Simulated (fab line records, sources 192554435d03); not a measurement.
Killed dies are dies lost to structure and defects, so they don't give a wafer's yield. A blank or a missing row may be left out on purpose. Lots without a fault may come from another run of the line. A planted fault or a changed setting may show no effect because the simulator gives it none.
Which tool did it? | flow n5_finfet | 24 lots, 72 wafers sampled, at 5 steps of a route of 1938

WHAT THE GAUGES READ, wafer by wafer
N5_BEOL_M8_CD_MEAS_35: target cd 40 nm. Usual: cd_nm 39.9 nm, standard deviation 0.59.
lot  | measured     | on        | cd_nm (nm)     | flag
L075 | day 9 15:43  | cd_sem-02 | 38.8 39.7 39.3 |
L074 | day 9 15:47  | cd_sem-01 | 39.1 39.0 39.9 |
L076 | day 9 20:11  | cd_sem-02 | 39.5 39.8 40.5 |
L077 | day 10 03:07 | cd_sem-02 | 40.0 40.5 38.8 |
L078 | day 10 05:52 | cd_sem-02 | 39.8 40.0 39.2 |
L079 | day 10 08:07 | cd_sem-02 | 40.0 40.7 40.1 |
L080 | day 10 15:29 | cd_sem-02 | 40.1 39.6 40.6 |
L081 | day 11 05:49 | cd_sem-03 | 40.5 39.6 40.6 |
L082 | day 11 09:07 | cd_sem-02 | 41.2 40.5 39.3 |
L083 | day 11 12:33 | cd_sem-01 | 39.9 40.6 39.6 |
L084 | day 11 21:31 | cd_sem-01 | 40.3 40.7 40.7 |
L085 | day 12 03:45 | cd_sem-02 | 40.2 39.3 39.3 |
L086 | day 12 08:50 | cd_sem-01 | 40.3 39.7 40.8 |
L088 | day 12 17:40 | cd_sem-01 | 38.9 39.3 39.6 |
L089 | day 12 19:31 | cd_sem-01 | 40.7 39.5 39.6 |
L090 | day 13 01:07 | cd_sem-01 | 39.3 39.6 40.5 |
L087 | day 13 01:31 | cd_sem-02 | 39.0 38.2 40.1 |
L091 | day 13 03:40 | cd_sem-03 | 40.2 40.0 40.2 |
L092 | day 14 17:17 | cd_sem-03 | 40.5 40.2 40.5 |
L093 | day 14 17:58 | cd_sem-01 | 40.2 39.9 39.9 |
L097 | day 14 18:29 | cd_sem-03 | 40.2 40.3 40.9 |
L094 | day 14 19:40 | cd_sem-03 | 39.1 38.4 39.5 |
L095 | day 15 02:25 | cd_sem-02 | 40.4 40.4 39.9 |
L096 | day 15 20:20 | cd_sem-01 | 39.6 39.3 39.3 |

N5_BEOL_M9_THK_MEAS_01. Usual: M9_ILD_THK 267 nm, standard deviation 3.6.
lot  | measured     | on            | M9_ILD_THK (nm) | flag
L075 | day 9 20:10  | film_metro-02 | 260 265 267     |
L074 | day 9 19:51  | film_metro-02 | 271 271 271     |
L076 | day 9 23:04  | film_metro-01 | 268 267 272     |
L077 | day 10 08:01 | film_metro-01 | 264 268 271     |
L078 | day 10 08:36 | film_metro-01 | 273 274 270     |
L079 | day 10 12:31 | film_metro-02 | 265 269 271     |
L080 | day 10 20:15 | film_metro-01 | 264 264 267     |
L081 | day 11 08:33 | film_metro-02 | 268 268 273     |
L082 | day 11 12:13 | film_metro-02 | 259 265 268     |
L083 | day 11 15:20 | film_metro-02 | 267 268 271     |
L084 | day 12 00:55 | film_metro-01 | 265 262 268     |
L085 | day 12 06:40 | film_metro-02 | 267 270 266     |
L086 | day 12 13:22 | film_metro-02 | 262 266 270     |
L088 | day 12 20:32 | film_metro-02 | 266 264 269     |
L089 | day 12 23:44 | film_metro-01 | 262 264 270     |
L090 | day 13 04:29 | film_metro-02 | 264 261 268     |
L087 | day 13 05:37 | film_metro-02 | 261 267 268     |
L091 | day 13 06:45 | film_metro-02 | 262 269 268     |
L092 | day 14 21:16 | film_metro-02 | 272 269 269     |
L093 | day 14 21:38 | film_metro-02 | 267 270 265     |
L097 | day 14 21:59 | film_metro-01 | 264 257 267     |
L094 | day 14 23:28 | film_metro-01 | 267 268 275     |
L095 | day 15 05:15 | film_metro-01 | 263 268 270     |
L096 | day 15 23:05 | film_metro-02 | 266 271 269     |

N5_BEOL_M9_INSPECT_30: inspects for defects (brightfield). Usual: raw_defect_count 407, standard deviation 83.
lot  | measured     | on                | raw_defect_count | flag
L075 | day 9 22:16  | defect_inspect-01 | 457 353 355      |
L074 | day 9 21:46  | defect_inspect-02 | 232 371 360      |
L076 | day 10 01:12 | defect_inspect-02 | 499 544 459      |
L077 | day 10 14:31 | defect_inspect-02 | 327 402 552      |
L078 | day 10 14:20 | defect_inspect-01 | 279 377 360      |
L079 | day 10 17:01 | defect_inspect-01 | 440 332 439      |
L080 | day 10 22:31 | defect_inspect-01 | 400 284 316      |
L081 | day 11 10:49 | defect_inspect-01 | 530 513 380      |
L082 | day 11 14:58 | defect_inspect-02 | 510 478 505      |
L083 | day 11 18:31 | defect_inspect-01 | 320 495 306      |
L084 | day 12 03:17 | defect_inspect-01 | 299 346 388      |
L085 | day 12 10:09 | defect_inspect-01 | 483 399 319      |
L086 | day 12 16:46 | defect_inspect-01 | 346 553 387      |
L088 | day 13 00:06 | defect_inspect-01 | 358 316 259      |
L089 | day 13 02:43 | defect_inspect-02 | 422 410 389      |
L090 | day 13 06:24 | defect_inspect-02 | 267 344 361      |
L087 | day 13 10:30 | defect_inspect-01 | 353 401 341      |
L091 | day 13 10:32 | defect_inspect-02 | 522 570 526      |
L092 | day 15 01:44 | defect_inspect-01 | 512 489 543      |
L093 | day 15 01:44 | defect_inspect-01 | 405 536 439      |
L097 | day 15 01:52 | defect_inspect-02 | 433 395 355      |
L094 | day 15 02:10 | defect_inspect-01 | 329 382 351      |
L095 | day 15 08:55 | defect_inspect-02 | 386 436 593      |
L096 | day 16 04:11 | defect_inspect-01 | 401 329 363      |

WHICH TOOL RAN EACH LOT (tool, then ch and the chambers of the sampled wafers, then the start)
lot  | N5_BEOL_M8_ALD_77                   | N5_BEOL_M8_DEP_56
L075 | ald_metal-01 ch 0, day 9 16:31      | pecvd-04 ch 0,1, day 9 19:25
L074 | ald_metal-02 ch 0,1,3, day 9 16:34  | pecvd-02 ch 0,1,2, day 9 19:08
L076 | ald_metal-03 ch 0,2,3, day 9 20:39  | pecvd-01 ch 1,2, day 9 22:21
L077 | ald_metal-03 ch 0,1,2, day 10 05:52 | pecvd-01 ch 0,1,2, day 10 07:15
L078 | ald_metal-02 ch 0,1,3, day 10 06:25 | pecvd-01 ch 0,1,2, day 10 07:50
L079 | ald_metal-02 ch 0,1, day 10 10:09   | pecvd-02 ch 1,2, day 10 11:47
L080 | ald_metal-03 ch 0,1, day 10 17:57   | pecvd-04 ch 0,2, day 10 19:25
L081 | ald_metal-03 ch 1,2, day 11 06:19   | pecvd-02 ch 0,2, day 11 07:49
L082 | ald_metal-03 ch 0,3, day 11 09:43   | pecvd-01 ch 0,1, day 11 11:30
L083 | ald_metal-02 ch 1,2,3, day 11 13:04 | pecvd-01 ch 0,1,2, day 11 14:37
L084 | ald_metal-03 ch 0,2,3, day 11 22:21 | pecvd-04 ch 1,2, day 12 00:11
L085 | ald_metal-03 ch 0,2,3, day 12 04:14 | pecvd-02 ch 0,2, day 12 05:56
L086 | ald_metal-03 ch 1,2, day 12 09:20   | pecvd-04 ch 1,2, day 12 12:38
L088 | ald_metal-03 ch 0,1,2, day 12 18:29 | pecvd-01 ch 0,1, day 12 19:48
L089 | ald_metal-03 ch 0,2,3, day 12 21:36 | pecvd-01 ch 0,2, day 12 23:01
L090 | ald_metal-03 ch 0,1,3, day 13 01:35 | pecvd-01 ch 1,2, day 13 03:46
L087 | ald_metal-03 ch 0,3, day 13 03:31   | pecvd-04 ch 0,1,2, day 13 04:53
L091 | ald_metal-03 ch 0,2,3, day 13 04:13 | pecvd-02 ch 0,1, day 13 06:01
L092 | ald_metal-03 ch 0,2,3, day 14 18:45 | pecvd-04 ch 0,1,2, day 14 20:31
L093 | ald_metal-01 ch 0,3, day 14 19:04   | pecvd-02 ch 1,2, day 14 20:55
L097 | ald_metal-03 ch 0,2,3, day 14 19:42 | pecvd-01 ch 0,1,2, day 14 21:16
L094 | ald_metal-02 ch 0,1,3, day 14 20:38 | pecvd-02 ch 1,2, day 14 22:45
L095 | ald_metal-02 ch 0,1,3, day 15 03:01 | pecvd-04 ch 0,1,2, day 15 04:32
L096 | ald_metal-03 ch 1,3, day 15 20:52   | pecvd-02 ch 1, day 15 22:20
- N5_BEOL_M8_ALD_77: deposits TaN, target thk 2 nm, pulse time 2 s, purge time 3 s.
- N5_BEOL_M8_DEP_56: deposits SiCN from 3MS/NH3, target thk 10 nm, time 17.5 s.

WHAT THE TOOLS THEMSELVES READ (means of the sampled wafers that have a number; where no wafer has one, the mark that the record gives instead)
N5_BEOL_M8_ALD_77. Usual: heater_power_w 406 W, standard deviation 45.
lot  | tool         | heater_power_w (W) | flag
L075 | ald_metal-01 | 424                |
L074 | ald_metal-02 | 404                |
L076 | ald_metal-03 | 381                |
L077 | ald_metal-03 | 422                |
L078 | ald_metal-02 | 415                |
L079 | ald_metal-02 | 388                |
L080 | ald_metal-03 | 453                |
L081 | ald_metal-03 | 438                |
L082 | ald_metal-03 | 360                |
L083 | ald_metal-02 | 441                |
L084 | ald_metal-03 | 380                |
L085 | ald_metal-03 | 383                |
L086 | ald_metal-03 | 438                |
L088 | ald_metal-03 | 426                |
L089 | ald_metal-03 | 379                |
L090 | ald_metal-03 | 404                |
L087 | ald_metal-03 | 359                |
L091 | ald_metal-03 | 381                |
L092 | ald_metal-03 | 382                |
L093 | ald_metal-01 | 437                |
L097 | ald_metal-03 | 380                |
L094 | ald_metal-02 | 404                |
L095 | ald_metal-02 | 403                |
L096 | ald_metal-03 | 359                |

N5_BEOL_M8_DEP_56. Usual: showerhead_plenum_p_Torr 3.666 Torr, standard deviation 0.016; showerhead_vpp_V 882 V, standard deviation 64; throttle_valve_pct 9.1 %, standard deviation 0.58.
lot  | tool     | showerhead_plenum_p_Torr (Torr) | showerhead_vpp_V (V) | throttle_valve_pct (%) | flag
L075 | pecvd-04 | 3.651                           | 845                  | 8.7                    |
L074 | pecvd-02 | 3.671                           | 900                  | 9.3                    |
L076 | pecvd-01 | 3.664                           | 858                  | 8.9                    |
L077 | pecvd-01 | 3.672                           | 902                  | 9.2                    |
L078 | pecvd-01 | 3.670                           | 904                  | 9.2                    |
L079 | pecvd-02 | 3.664                           | 868                  | 9.6                    |
L080 | pecvd-04 | 3.665                           | 813                  | 8.3                    |
L081 | pecvd-02 | 3.663                           | 899                  | 8.9                    |
L082 | pecvd-01 | 3.676                           | 951                  | 9.1                    |
L083 | pecvd-01 | 3.672                           | 904                  | 9.1                    |
L084 | pecvd-04 | 3.652                           | 874                  | 8.7                    |
L085 | pecvd-02 | 3.675                           | 889                  | 9.0                    |
L086 | pecvd-04 | 3.664                           | 882                  | 8.6                    |
L088 | pecvd-01 | 3.679                           | 951                  | 9.1                    |
L089 | pecvd-01 | 3.648                           | 845                  | 8.8                    |
L090 | pecvd-01 | 3.676                           | 922                  | 9.3                    |
L087 | pecvd-04 | 3.659                           | 844                  | 8.7                    |
L091 | pecvd-02 | 3.675                           | 933                  | 9.9                    |
L092 | pecvd-04 | 3.663                           | 843                  | 8.5                    |
L093 | pecvd-02 | 3.657                           | 863                  | 9.7                    |
L097 | pecvd-01 | 3.670                           | 906                  | 9.1                    |
L094 | pecvd-02 | 3.662                           | 867                  | 9.7                    |
L095 | pecvd-04 | 3.665                           | 853                  | 8.6                    |
L096 | pecvd-02 | 3.656                           | 863                  | 9.8                    |

THE ANSWER, worked out from the rows above alone
Rule: a lot is off if the mean of its wafers that have a number lies more than 3 standard deviations from the usual mean. A lot without any number at a reading at which 4 lots or more have one is off too. The other lots that the step has rows for count as sound. The gauges are gone through in route order, then the tools' own readings, and for those a lot's mean is taken as printed above. The first step at which some lot is off is used, and at that step the reading that is off furthest; a lot without a number counts as furthest.
No lot is off at any reading shown: from this, nothing can be told.

WHAT THE SIMULATOR HAD PUT IN
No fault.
